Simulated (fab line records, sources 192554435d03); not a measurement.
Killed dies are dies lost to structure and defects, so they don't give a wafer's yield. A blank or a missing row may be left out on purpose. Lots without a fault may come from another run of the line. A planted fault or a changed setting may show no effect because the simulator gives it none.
fab line records | flow n5_finfet
record lots=4 wafers=12 last_day=17
route steps=1938 shown BEOL_M15@1789
lots that met no fault: from a run of the same line without faults
start_h: hours from the record's first day to the start of the lot's first wafer shown | wait_h: hours since the lot's step before | " the same as in the row above | L1.1+2: a row that stands for several wafers | - no value, or no start given | * or withheld: withheld | < > ~ a bound
route shown NAME@n: a module of which the file shows steps, and the number in the route of the first | usual: mean/standard deviation of fault-free wafers | same: alike in all rows | chamber/n: place in a boat | sites: the reading at each site | _std_site: their standard deviation | _edge_site: outer sites' mean less inner sites' | radius_mm: how far each site lies from the wafer's centre | mask NAME#n: copy n | behind: the tool/chamber that last shaped the wafer | hold: why the lot was held/for how many hours/how that ended | device: the transistor (n, p or np) that didn't switch | end of line: the same wafers' tests at the end of the route | a step without rows: its recipe alone | killed: dies lost to structure and defects at the first sort, not the wafer's yield | map: a wafer's dies, x killed, . not, _ none there
set.NAME: the setting as run; set.NAME@STEP: as run at that earlier step | model.NAME: the simulator's own value behind a step, which no gauge read
lots at some steps of the route; a table a step, a row a wafer
services: from which hour (start_h, from the record's first day; less than 0 if before it) a tool's chamber was out of use, for how many hours, and why
## steps
# step N5_BEOL_M15_STRIP_63
# recipe chemistry=O2 power_w=600 temp_c=60 pressure_mtorr=30 rf_frequency_hz=6e+07 bias_power_w=0 overash_fraction=0.3 o2_flow_sccm=225
# step N5_BEOL_M15_STRIP_64
# recipe chemistry=O2 power_w=600 temp_c=60 pressure_mtorr=30 rf_frequency_hz=6e+07 bias_power_w=0 overash_fraction=0.3 o2_flow_sccm=225
# step N5_BEOL_M15_STRIP_65
# recipe chemistry=post_etch_residue_remover time_s=60 temp_c=25 remover_ph=withheld remover_water_wt_pct=withheld remover_fluoride_wt_pct=withheld
# step N5_BEOL_M15_SRD_66
# recipe time_s=30 temp_c=23 rinse_liquid=diw dry=n2_spin spin_rpm=1500 dry_time_s=30
# step N5_BEOL_M15_COAT_56
# recipe resist=SOC temp_c=250 time_s=60 spin_rpm=1500 resist_thk_nm=550
# step N5_BEOL_M15_ETCH_57
# recipe chemistry=N2/H2 target=SOC source_w=3000 bias_w=350 time_s=750 ion_energy_ev=200 pressure_mtorr=30 n2_flow_sccm=200 h2_flow_sccm=200
# step N5_BEOL_M15_COAT_60
# recipe resist=BARC temp_c=205 time_s=60 spin_rpm=1500 resist_thk_nm=89
# step N5_BEOL_M15_COAT_22
# recipe spin_rpm=1704 resist_thk_nm=800
# step N5_BEOL_M15_EBR_24
# recipe solvent=PGMEA ebr_width_mm=1.5
# step N5_BEOL_M15_SOFTBAKE_23
# recipe temp_c=130 time_s=60
# step N5_BEOL_M15_EXPOSE_25
# recipe mask_id=M15 na=0.8 source_shape=annular sigma_inner=0.5 sigma_outer=0.8 polarization=unpolarized target_cd_nm=400 dose_mj=35.5
# step N5_BEOL_M15_PEB_26
# recipe peb_temp_c=130 peb_time_s=90
# usual chill_plate_temp_C=23.00/0.098 heater_power_total_W=172.4/0.78 plate_temp_C=129.99/0.13
# columns lot.wafer tool chamber start_h wait_h chill_plate_temp_C heater_power_total_W plate_temp_C
L466.1 litho_track-01 0 292.97 0.1 22.99 173.1 130.28
L466.2 " 0 " " 22.89 173.8 130.00
L466.6 " 0 " " 22.91 172.9 130.03
L478.1 litho_track-01 0 346.78 0.1 22.92 180.3 135.08
L478.4 " 0 " " 23.09 180.5 134.70
L478.5 " 0 " " 22.97 181.5 134.57
L479.1 litho_track-01 0 369.69 0.1 23.15 180.7 134.77
L479.2 " 0 " " 22.84 182.8 134.84
L479.6 " 0 " " 23.01 181.4 134.67
L485.3 litho_track-05 0 389.83 0.0 22.97 173.7 130.11
L485.4 " 0 " " 22.95 171.2 129.88
L485.5 " 0 " " 22.91 171.7 130.15
# step N5_BEOL_M15_DEVELOP_27
# recipe develop_time_s=45 rinse_liquid=diw dry=air_spin dev_temp_c=21
# step N5_BEOL_M15_HARDBAKE_32
# recipe temp_c=130 time_s=120
# step N5_BEOL_M15_CD_MEAS_28
# recipe target_cd_nm=407.6 landing_energy_ev=500 detector=se_inlens
# usual cd_nm=406.4/1.8
# columns lot.wafer tool chamber start_h wait_h cd_nm
L466.1 cd_sem-03 0 293.08 - 406.9
L466.2 " 0 " " 406.3
L466.6 " 0 " " 407.2
L478.1 cd_sem-01 0 346.90 - 423.5
L478.4 " 0 " " 422.4
L478.5 " 0 " " 422.3
L479.1 cd_sem-01 0 369.81 - 424.6
L479.2 " 0 " " 421.3
L479.6 " 0 " " 423.2
L485.3 cd_sem-01 0 389.95 - 404.0
L485.4 " 0 " " 404.8
L485.5 " 0 " " 405.9
# step N5_BEOL_M15_DESCUM_33
# recipe chemistry=O2 time_s=7.9 source_power_w=50 bias_power_w=20 pressure_mtorr=20 rf_frequency_hz=2.712e+07 temp_c=40 o2_flow_sccm=225
# usual drypump_motor_current_A=5.6/0.32 oes_product_au=0.79/0.088 rf_fwd_power_W=49.40/0.24 rf_vpp_V=243.3/1.4 showerhead_plenum_p_Torr=2.09/0.069 throttle_valve_pct=20.35/0.23
# columns lot.wafer tool chamber start_h wait_h drypump_motor_current_A oes_product_au rf_fwd_power_W rf_hours_counter_h rf_vpp_V showerhead_plenum_p_Torr throttle_valve_pct model.BEOL_M15.cd_nm
L466.1 rie_diel-05 1 293.17 0.0 5.1 0.82 49.63 66 242.8 2.13 20.28 407
L466.2 " 0 " " 5.3 0.72 49.34 199 244.1 2.05 20.25 406
L466.6 " 1 " " 5.1 0.82 49.70 - 242.9 2.13 20.28 407.2
L478.1 rie_diel-02 0 347.10 0.1 5.3 0.68 49.67 239 240.1 1.98 20.55 423.8
L478.4 " 1 " " 5.9 0.88 49.54 29 243.6 2.15 20.11 422.6
L478.5 " 3 " " 5.5 0.85 49.53 - 243.1 2.03 20.48 422
L479.1 rie_diel-04 0 370.39 0.5 5.7 0.67 49.20 243 242.2 2.06 20.94 424.4
L479.2 " 2 " " 5.8 0.85 49.43 46 243.6 2.03 20.04 421.4
L479.6 " 1 " " 5.9 0.69 49.23 - 245.2 2.13 20.30 423
L485.3 rie_diel-05 0 390.27 0.3 5.3 0.69 49.84 227 243.5 2.04 20.28 404
L485.4 " 2 " " 5.9 0.69 49.28 208 242.4 2.06 20.26 404.8
L485.5 " 3 " " 6.3 0.86 49.25 - 244.3 2.20 20.48 406.2
# step N5_BEOL_M15_ETCH_61
# recipe chemistry=N2/H2 target=BARC target_depth_a=890 overetch_a=267 time_s=67.9 ion_energy_ev=200 pressure_mtorr=30 source_w=840 bias_w=150 n2_flow_sccm=200 h2_flow_sccm=200
# step N5_BEOL_M15_TRENCH_ETCH_34
# recipe chemistry=C4F8/O2/Ar target=SiO2 target_depth_a=8729.3 he_inner_torr=15 he_outer_torr=30 time_s=199 ion_energy_ev=800 pressure_mtorr=20 source_w=1905 bias_w=2040 Ar_flow_sccm=400 C4F8_flow_sccm=16 O2_flow_sccm=12
# step N5_BEOL_M15_STRIP_36
# recipe chemistry=O2 power_w=600 temp_c=60 pressure_mtorr=30 rf_frequency_hz=6e+07 bias_power_w=0 overash_fraction=0.3 o2_flow_sccm=225
# step N5_BEOL_M15_STRIP_62
# recipe chemistry=O2 power_w=600 temp_c=60 pressure_mtorr=30 rf_frequency_hz=6e+07 bias_power_w=0 overash_fraction=0.3 o2_flow_sccm=225
# step N5_BEOL_M15_STRIP_37
# recipe chemistry=O2 power_w=600 temp_c=60 pressure_mtorr=30 rf_frequency_hz=6e+07 bias_power_w=0 overash_fraction=0.3 o2_flow_sccm=225
# step N5_BEOL_M15_ETCH_38
# recipe chemistry=CF4/N2 target=SiCN target_depth_a=1064 taper_deg=2 time_s=120.5 ion_energy_ev=150 mask_material=SiO2 pressure_mtorr=40 source_w=430 bias_w=70 Ar_flow_sccm=100 cf4_flow_sccm=60 n2_flow_sccm=60
# usual drypump_motor_current_A=5.6/0.31 oes_product_au=0.80/0.092 rf_fwd_power_W=428.6/1.4 rf_vpp_V=382.6/1.8 showerhead_plenum_p_Torr=2.22/0.071 throttle_valve_pct=15.38/0.22
# columns lot.wafer tool chamber start_h wait_h drypump_motor_current_A oes_product_au rf_fwd_power_W rf_hours_counter_h rf_vpp_V showerhead_plenum_p_Torr throttle_valve_pct model.BEOL_M15.cd_nm
L466.1 rie_diel-02 2 - - 5.7 0.90 428.4 22 384.0 2.25 15.09 400
L466.2 " 3 " " 5.5 0.89 430.6 22 382.4 2.15 15.39 397.8
L466.6 " 2 " " 5.7 0.89 428.6 - 381.7 2.25 15.09 401.2
L478.1 rie_diel-05 1 - - 5.1 0.80 428.5 82 383.2 2.23 15.30 415.6
L478.4 " 2 " " 5.9 0.71 430.1 196 382.3 2.18 15.35 416.2
L478.5 " 1 " " 5.1 0.80 430.7 - 384.2 2.23 15.30 414.4
L479.1 rie_diel-05 1 - - 5.1 0.79 426.8 89 382.9 2.23 15.31 415.8
L479.2 " 3 " " 6.3 0.84 427.4 52 385.3 2.33 15.50 413
L479.6 " 0 " " 5.3 0.68 429.5 - 382.4 2.18 15.53 414.8
L485.3 rie_diel-04 1 - - 5.9 0.66 428.0 238 381.7 2.27 15.55 396.8
L485.4 " 2 " " 5.8 0.84 429.7 - 381.6 2.16 15.19 399.2
L485.5 " 1 " " 5.9 0.66 428.1 - 382.8 2.27 15.56 399.6
# step N5_BEOL_M15_PRECLEAN_39
# recipe chemistry=residue_remover time_s=60 temp_c=40
## services
# columns tool chamber start_h hours kind
rie_diel-04 3 301.26 - clean
rie_diel-04 3 301.26 - consumable_replace:focus_ring
rie_diel-04 3 301.26 - consumable_replace:showerhead
rie_diel-04 3 301.26 23.8 scheduled_down
rie_diel-04 3 301.26 23.8 vent_cycle
rie_diel-02 1 307.24 11.4 repair
rie_diel-05 - 330.98 14.6 pm
rie_diel-02 0 377.97 - clean
rie_diel-02 0 377.97 - consumable_replace:focus_ring
rie_diel-02 0 377.97 - consumable_replace:showerhead
rie_diel-02 0 377.97 28.3 scheduled_down
rie_diel-02 0 377.97 28.3 vent_cycle
rie_diel-05 - 379.52 0.5 repair
rie_diel-02 3 381.15 5.7 repair
rie_diel-04 0 389.62 - clean
rie_diel-04 0 389.62 - consumable_replace:focus_ring
rie_diel-04 0 389.62 32.8 scheduled_down
rie_diel-04 0 389.62 32.8 vent_cycle
## key
first_sign step=N5_BEOL_M15_PEB_26 reading=plate_temp_C direction=up sigmas=37 usual=* struck=*
effect step=N5_BEOL_M15_PEB_26 reading=heater_power_total_W direction=up sigmas=11 usual=* struck=*
effect step=N5_BEOL_M15_CD_MEAS_28 reading=cd_nm direction=up sigmas=9 usual=406.4 struck=422.9
model_effect step=N5_BEOL_M15_DESCUM_33 value=BEOL_M15.cd_nm without=405.3 struck=422.9
model_effect step=N5_BEOL_M15_ETCH_38 value=BEOL_M15.cd_nm without=397.3 struck=415
met_at N5_BEOL_M15_PEB_26
struck_wafers L478.1,L478.4,L478.5,L479.1,L479.2,L479.6
onset_between 292.97 346.78
fault kind=process_parameter_drift tool=litho_track-01 chamber=- onset_h=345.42 steps=N5_BEOL_M15_PEB_26 channel=peb_temp_c offset=* shape=step end_h=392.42 acts_in=* stated=*
